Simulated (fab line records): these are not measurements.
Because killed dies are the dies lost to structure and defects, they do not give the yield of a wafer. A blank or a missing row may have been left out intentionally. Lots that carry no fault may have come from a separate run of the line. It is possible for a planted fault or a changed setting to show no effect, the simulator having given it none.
Chamber matching / flow nand_harc / 4 sister chambers for NHARC_P_CONTACT_CMP_01 on cmp-03
The step polishes SiO2, target thk 200 nm. 8 wafers are shown with their chamber, then 9 later ones without.

WAFERS PAIRED WITH THEIR CHAMBERS
wafer=L081.1; chamber=1; motor_current_A (A)=10.8
wafer=L081.2; chamber=0; motor_current_A (A)=14.0
wafer=L082.3; chamber=2; motor_current_A (A)=11.4
wafer=L082.4; chamber=3; motor_current_A (A)=10.9
wafer=L082.5; chamber=0; motor_current_A (A)=13.8
wafer=L083.2; chamber=1; motor_current_A (A)=10.0
wafer=L083.4; chamber=2; motor_current_A (A)=11.7
wafer=L083.6; chamber=3; motor_current_A (A)=10.8

WAFERS WITH NO CHAMBER GIVEN
wafer=L084.1; motor_current_A (A)=11.8
wafer=L084.3; motor_current_A (A)=13.5
wafer=L084.5; motor_current_A (A)=10.1
wafer=L084.2; motor_current_A (A)=10.1
wafer=L084.4; motor_current_A (A)=10.5
wafer=L084.6; motor_current_A (A)=14.0
wafer=L089.1; motor_current_A (A)=13.7
wafer=L089.3; motor_current_A (A)=11.1
wafer=L089.6; motor_current_A (A)=12.2

CHAMBER TAKEN BY EACH
wafer=L084.1; from the rows above=2; in truth=2
wafer=L084.3; from the rows above=0; in truth=0
wafer=L084.5; from the rows above=can't be placed: 1 or 3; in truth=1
wafer=L084.2; from the rows above=can't be placed: 1 or 3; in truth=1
wafer=L084.4; from the rows above=can't be placed: 1 or 3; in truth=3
wafer=L084.6; from the rows above=0; in truth=0
wafer=L089.1; from the rows above=0; in truth=0
wafer=L089.3; from the rows above=can't be placed: 3 or 2 or 1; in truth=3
wafer=L089.6; from the rows above=2; in truth=2
Placed correctly: 5 of 9. Unplaceable from these rows: 4, with the true chamber sitting among the candidates in 4. Placed wrongly: 0.
How it was worked out, from the rows above alone: a wafer's distance from a chamber is the root of the sum, over the readings, of the square of ((its reading less the chamber's mean) divided by the reading's scatter). The wafer belongs to the nearest chamber; if the next one is less than 2 further off, it can't be placed. The mean given for a chamber averages the wafers shown for that chamber. The scatter: take each reading less its chamber's mean, square it, sum over the shown wafers, divide by the number of wafers less the number of chambers, and take the root.
